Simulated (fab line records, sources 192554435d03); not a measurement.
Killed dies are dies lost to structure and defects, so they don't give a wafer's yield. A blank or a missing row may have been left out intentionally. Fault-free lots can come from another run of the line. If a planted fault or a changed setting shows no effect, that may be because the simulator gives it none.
Split-lot study / flow n5_finfet / route with 1938 steps; 7 lots, 21 wafers read

== ON THE SPLIT ==
At N5_BEOL_M2_ETCH_70 (etches SOC in N2/H2, target depth 80 nm, overetch 24 nm, time 130 s), the setting bias_w was moved away from the recipe's 150 W on 7 of the 21 wafers read, by -13.9% to +17.3%. For the rest of the wafers, this setting stayed at what the recipe calls for.

The reading comes from the split's own step.

== THE READING ==
rf_vpp_V, in V, at N5_BEOL_M2_ETCH_70 (etches SOC in N2/H2, target depth 80 nm, overetch 24 nm, time 130 s). A value of 522.4 V with a standard deviation of 2.3 V is what fault-free wafers of this fab line usually give.

wafer=L075.2; tool, chamber at the split=rie_diel-02, 1; bias_w as run, W=150; against the recipe=recipe; rf_vpp_V, V=520.7; against lot-mates on the recipe=-
wafer=L075.3; tool, chamber at the split=rie_diel-02, 0; bias_w as run, W=150; against the recipe=recipe; rf_vpp_V, V=521.3; against lot-mates on the recipe=-
wafer=L075.4; tool, chamber at the split=rie_diel-02, 2; bias_w as run, W=150; against the recipe=recipe; rf_vpp_V, V=526.6; against lot-mates on the recipe=-
wafer=L078.1; tool, chamber at the split=rie_diel-02, 2; bias_w as run, W=150; against the recipe=recipe; rf_vpp_V, V=526.5; against lot-mates on the recipe=-
wafer=L078.3; tool, chamber at the split=rie_diel-02, 0; bias_w as run, W=129.2; against the recipe=-13.9%; rf_vpp_V, V=473.6; against lot-mates on the recipe=-52.9
wafer=L078.6; tool, chamber at the split=rie_diel-02, 3; bias_w as run, W=129.2; against the recipe=-13.9%; rf_vpp_V, V=472.5; against lot-mates on the recipe=-54.0
wafer=L077.1; tool, chamber at the split=rie_diel-06, 1; bias_w as run, W=175.9; against the recipe=+17.3%; rf_vpp_V, V=577.5; against lot-mates on the recipe=+55.7
wafer=L077.3; tool, chamber at the split=rie_diel-06, 0; bias_w as run, W=175.9; against the recipe=+17.3%; rf_vpp_V, V=576.5; against lot-mates on the recipe=+54.7
wafer=L077.4; tool, chamber at the split=rie_diel-06, 2; bias_w as run, W=150; against the recipe=recipe; rf_vpp_V, V=521.8; against lot-mates on the recipe=-
wafer=L084.2; tool, chamber at the split=rie_diel-06, 1; bias_w as run, W=150; against the recipe=recipe; rf_vpp_V, V=523.8; against lot-mates on the recipe=-
wafer=L084.4; tool, chamber at the split=rie_diel-06, 0; bias_w as run, W=150; against the recipe=recipe; rf_vpp_V, V=521.6; against lot-mates on the recipe=-
wafer=L084.6; tool, chamber at the split=rie_diel-06, 3; bias_w as run, W=131.2; against the recipe=-12.5%; rf_vpp_V, V=477.0; against lot-mates on the recipe=-45.7
wafer=L087.1; tool, chamber at the split=rie_diel-05, 0; bias_w as run, W=150; against the recipe=recipe; rf_vpp_V, V=523.1; against lot-mates on the recipe=-
wafer=L087.5; tool, chamber at the split=rie_diel-05, 3; bias_w as run, W=150; against the recipe=recipe; rf_vpp_V, V=521.8; against lot-mates on the recipe=-
wafer=L087.6; tool, chamber at the split=rie_diel-05, 2; bias_w as run, W=150; against the recipe=recipe; rf_vpp_V, V=525.2; against lot-mates on the recipe=-
wafer=L088.2; tool, chamber at the split=rie_diel-06, 3; bias_w as run, W=173.3; against the recipe=+15.5%; rf_vpp_V, V=570.6; against lot-mates on the recipe=+48.5
wafer=L088.3; tool, chamber at the split=rie_diel-06, 2; bias_w as run, W=150; against the recipe=recipe; rf_vpp_V, V=522.5; against lot-mates on the recipe=-
wafer=L088.6; tool, chamber at the split=rie_diel-06, 3; bias_w as run, W=150; against the recipe=recipe; rf_vpp_V, V=521.8; against lot-mates on the recipe=-
wafer=L091.1; tool, chamber at the split=rie_diel-02, 1; bias_w as run, W=150; against the recipe=recipe; rf_vpp_V, V=521.1; against lot-mates on the recipe=-
wafer=L091.4; tool, chamber at the split=rie_diel-02, 2; bias_w as run, W=150; against the recipe=recipe; rf_vpp_V, V=526.5; against lot-mates on the recipe=-
wafer=L091.6; tool, chamber at the split=rie_diel-02, 2; bias_w as run, W=168.6; against the recipe=+12.4%; rf_vpp_V, V=566.6; against lot-mates on the recipe=+42.8

THE FIT
A straight line over all 21 wafers: rf_vpp_V changes by +3.34 V for each +1% of bias_w; r = +1.00; the points scatter about the line by 2.7 V.
The same after taking each lot's own level away (the mean of its wafers on the recipe; 21 wafers): +3.44 V for each +1%; r = +1.00; scatter 2.7 V.
On that fit, the largest move of bias_w shifts the reading by 59 V.
The lots' own levels span 521.80 to 526.50 V, that is 2.0 times the standard deviation above.
The two slopes agree, so the slope changes little with the lot-to-lot level.
Check: +58.8 V against its lot-mates is what the line predicts for one of the wafers moved furthest among these (+17.3%) when that wafer is left out of the fit. It came out at +55.7 V against them.
Tool readings at the split's step, against how far the setting was moved: rf_vpp_V r = +1.00.

== FURTHER SPLITS ON THESE WAFERS ==
Other splits were also applied to these wafers ahead of the reading. Each is held against what the fit with the lots' levels taken away leaves over:
other split on the same wafers=N5_BEOL_M1_DESCUM_33 time_s; wafers away from the commonest value=6; r with rf_vpp_V (lot level and that fit taken away)=+0.33
other split on the same wafers=N5_BEOL_M1_ETCH_70 bias_w; wafers away from the commonest value=6; r with rf_vpp_V (lot level and that fit taken away)=+0.16
other split on the same wafers=N5_BEOL_M1_VIA_ETCH_34 bias_w; wafers away from the commonest value=9; r with rf_vpp_V (lot level and that fit taken away)=-0.23
other split on the same wafers=N5_BEOL_M2_EXPOSE_25 dose_mj; wafers away from the commonest value=7; r with rf_vpp_V (lot level and that fit taken away)=-0.08

== THE WHOLE CHAIN: every reading that the file lists as answering this split, in the file's order ==
step=N5_BEOL_M2_ETCH_70; what it does=etches SOC in N2/H2, target depth 80 nm, overetch 24 nm, time 130 s; reading=rf_vpp_V; change (the file's fit)=+3.4 V for each +1% of the setting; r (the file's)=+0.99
step=N5_BEOL_M2_ETCH_70; what it does=etches SOC in N2/H2, target depth 80 nm, overetch 24 nm, time 130 s; reading=SiARC_of_BEOL_M2_COAT_68.thk_nm (the simulator's own value, which no gauge read); change (the file's fit)=-0.0802 nm for each +1% of the setting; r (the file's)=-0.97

== THE FILE'S OWN FIT ==
rf_vpp_V changes by +3.4 V for each +1% of bias_w, r = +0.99.
